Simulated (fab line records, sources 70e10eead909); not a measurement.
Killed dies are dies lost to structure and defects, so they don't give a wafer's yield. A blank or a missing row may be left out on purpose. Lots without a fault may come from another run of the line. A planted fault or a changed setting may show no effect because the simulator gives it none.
A sampling plan put to the test | flow nand_harc | one fab line, 11 faults that these records tell of, each judged on the records of the lots that it struck
The plan is the line's own looks: the steps of the route at which a gauge or an inspection reads the wafer and doesn't change it. A look can be judged if struck wafers have a number there and the file gives its usual mean and standard deviation on fault-free wafers. Caught: at a look after the fault's first step, the mean of the struck wafers lies 4 or more of those standard deviations (sigma) from the usual mean. On the tool: the same test on the tool's own readings at the fault's steps. Another recipe on the struck wafers, or a record that is blank for them alone, also counts as caught.

THE FAULTS, as the simulator had put them in
1. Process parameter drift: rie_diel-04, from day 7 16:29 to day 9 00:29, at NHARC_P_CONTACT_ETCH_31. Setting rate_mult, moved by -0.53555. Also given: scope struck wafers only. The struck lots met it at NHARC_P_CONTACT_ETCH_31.
2. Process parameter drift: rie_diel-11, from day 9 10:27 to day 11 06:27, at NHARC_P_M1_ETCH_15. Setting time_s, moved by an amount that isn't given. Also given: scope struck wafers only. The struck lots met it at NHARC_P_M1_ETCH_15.
3. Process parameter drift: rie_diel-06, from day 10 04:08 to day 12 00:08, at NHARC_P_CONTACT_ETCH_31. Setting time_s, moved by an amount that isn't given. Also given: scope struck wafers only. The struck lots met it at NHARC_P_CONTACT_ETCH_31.
4. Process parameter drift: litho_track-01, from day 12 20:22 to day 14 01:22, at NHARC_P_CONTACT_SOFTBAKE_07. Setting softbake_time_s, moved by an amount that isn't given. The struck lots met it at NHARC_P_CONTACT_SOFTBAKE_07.
5. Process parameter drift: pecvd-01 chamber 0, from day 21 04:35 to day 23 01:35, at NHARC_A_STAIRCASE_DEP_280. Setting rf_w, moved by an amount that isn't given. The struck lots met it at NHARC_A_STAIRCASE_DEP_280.
6. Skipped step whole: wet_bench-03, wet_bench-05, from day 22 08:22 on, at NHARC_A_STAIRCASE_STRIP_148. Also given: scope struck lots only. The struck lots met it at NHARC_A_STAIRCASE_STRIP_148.
7. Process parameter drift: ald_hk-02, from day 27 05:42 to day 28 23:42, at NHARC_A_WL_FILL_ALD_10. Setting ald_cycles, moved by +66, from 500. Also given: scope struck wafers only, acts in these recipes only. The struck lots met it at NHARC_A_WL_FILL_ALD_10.
8. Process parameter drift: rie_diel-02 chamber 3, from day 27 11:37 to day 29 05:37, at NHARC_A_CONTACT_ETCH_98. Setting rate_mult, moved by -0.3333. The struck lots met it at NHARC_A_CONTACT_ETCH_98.
9. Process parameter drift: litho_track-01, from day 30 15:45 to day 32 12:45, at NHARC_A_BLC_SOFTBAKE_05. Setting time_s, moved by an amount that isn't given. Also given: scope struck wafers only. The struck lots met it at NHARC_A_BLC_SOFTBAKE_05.
10. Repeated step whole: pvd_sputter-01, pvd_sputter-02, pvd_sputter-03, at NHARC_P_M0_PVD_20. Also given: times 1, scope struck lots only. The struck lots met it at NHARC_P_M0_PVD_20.
11. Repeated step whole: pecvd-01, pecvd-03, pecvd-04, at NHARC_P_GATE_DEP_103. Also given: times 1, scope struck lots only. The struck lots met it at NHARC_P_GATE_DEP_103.

WHAT THE PLAN SAW
fault | on the tool itself                               | first look that catches it                      | reading, sigma           | median hours from its first step to that look | hours from the fault's start to the first struck lot there | judged looks passed uncaught
1     | oes_product_au -21 sigma                         | NHARC_END_SORT_01                               | killed_at_periphery +5.4 | 441.9                                         | 447                                                        | 0
2     | run_length_s -20 sigma                           | no look after it can be judged                  | -                        | -                                             | -                                                          | 0
3     | run_length_s -62 sigma                           | none of the 2 looks that can be judged after it | -                        | -                                             | -                                                          | 2
4     | heater_power_total_W +99 or beyond sigma         | not the one look that can be judged after it    | -                        | -                                             | -                                                          | 1
5     | rf_fwd_power_W -99 or beyond sigma               | no look after it can be judged                  | -                        | -                                             | -                                                          | 0
6     | the tool's record is blank for the struck wafers | no look after it can be judged                  | -                        | -                                             | -                                                          | 0
7     | under 2 sigma                                    | no look after it can be judged                  | -                        | -                                             | -                                                          | 0
8     | oes_product_au -7.2 sigma                        | NHARC_END_SORT_01                               | killed_at_array +13      | 49.2                                          | 64                                                         | 1
9     | heater_power_total_W +99 or beyond sigma         | no look after it can be judged                  | -                        | -                                             | -                                                          | 0
10    | under 2 sigma                                    | not the one look that can be judged after it    | -                        | -                                             | -                                                          | 1
11    | under 2 sigma                                    | not the one look that can be judged after it    | -                        | -                                             | -                                                          | 1
A dash: the fault isn't caught, or these records don't give the number.

Caught at a look: 2 of 11. Caught on the tool: 8 of 11. By one or the other: 8 of 11.
Caught on the tool alone: faults 2, 3, 4, 5, 6, 9.
Caught by neither: faults 7, 10, 11.

THINNER SAMPLING
If the look that catches a fault measured only every second or every third lot, by lot number, the first struck lot would be measured this late in the worst case:
fault | struck lots at that look, in order of time | every lot | every second lot | every third lot
1     | L424, L425                                 | 447 h     | 458 h            | may miss all 2
8     | L882, L883                                 | 64 h      | 66 h             | may miss all 2
Hours are from the fault's start to the first struck lot that is measured. The limit of 4 sigma was tested on all struck wafers together, so one lot alone may lie under it. Other struck lots may not be in these records.

THE LONGEST TIMED WAY FROM STEP TO LOOK
Fault 1: a median of 441.9 hours passes between NHARC_P_CONTACT_ETCH_31 and NHARC_END_SORT_01. No look between them can be judged.
